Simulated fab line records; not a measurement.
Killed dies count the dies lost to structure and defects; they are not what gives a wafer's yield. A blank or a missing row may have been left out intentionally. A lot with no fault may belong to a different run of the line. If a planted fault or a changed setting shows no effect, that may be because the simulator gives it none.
A struck lot beside a sound one :: flow nand harc :: 14 out of 1159 route steps
Sound: these wafers, L445.2, L445.3, L445.4. Wafers struck: L439.1, L439.3, L439.5. The cause is named last.
Order at every step that has rows: each side's tool, ch and its chambers, its first start. Under that, the readings that differ: sound wafers :: struck wafers :: difference of the means :: sigmas: that difference in standard deviations of wafers without a fault.
alike: readings with means less than 2 such deviations apart, plus words and numbers identical on both sides. not compared: withheld readings, readings lacking a value on some wafer, bounds such as >300 that could conceal the same value, and numbers that have no deviation in the record and whose values overlap.
A row with sigmas, a row that says differs or no value, or rows on one side alone: a step with any of these is where the two part. Numbers that have no deviation but don't overlap get no sigmas and don't part them. A reading that every wafer of one side lacks parts them only if that side has two wafers or more.

NHARC_A_M0_INSPECT_27:
  sound: defect inspect-02 at day 21 01:05; struck: defect inspect-02 at day 19 14:10
  alike: raw defect count
NHARC_A_M0_PRE_CLEAN_31: time 12 s.
  sound on pecvd-02 ch 0,2, day 21 01:10; struck on pecvd-03 ch 0,1,2, day 19 14:14
  alike: heater power w
NHARC_A_M0_DEP_32: deposits SiCN, target thk 30 nm.
  sound on pecvd-02 ch 0,2, day 21 01:16; struck on pecvd-03 ch 0,1,2, day 19 14:19
  alike: heater power w
then, 9 steps without rows for these wafers: NHARC_A_M1_DEP_00 (deposits SiOC, target thk 182.5 nm); NHARC_A_M1_DEHYDRATE_01 (time 120 s); NHARC_A_M1_HMDS_02 (time 30 s); NHARC_A_M1_COAT_34 (time 65 s); NHARC_A_M1_COAT_03 (resist thk 90 nm); NHARC_A_M1_SOFTBAKE_04 (time 55 s); NHARC_A_M1_EBR_05; NHARC_A_M1_EXPOSE_06 (exposes mask A M1, target cd 120 nm); NHARC_A_M1_PEB_07 (peb time 65 s).
NHARC_A_M1_DEVELOP_08: develop time 35 s.
  struck on litho track-04, day 19 15:00; sound on litho track-06 ch 0, day 21 02:00
  no value came back on the struck wafers for chill plate temp C (C), develop time s (s); on the sound wafers chill plate temp C (C) reads 22.95 23.04 23.04
NHARC_A_M1_CD_MEAS_09: the cd target is 120 nm.
  sound on cd sem-02 ch 0, day 21 02:27; struck on cd sem-02 ch 0, day 19 15:33
reading: cd nm (nm)
sound: 120.6 120.3 120.4
struck: - - -
difference: no value on the struck wafers
sigmas: 

WHERE THEY PART
First at NHARC_A_M1_DEVELOP_08; last, within this record, at NHARC_A_M1_CD_MEAS_09.

WHY: what had been put in by the simulator
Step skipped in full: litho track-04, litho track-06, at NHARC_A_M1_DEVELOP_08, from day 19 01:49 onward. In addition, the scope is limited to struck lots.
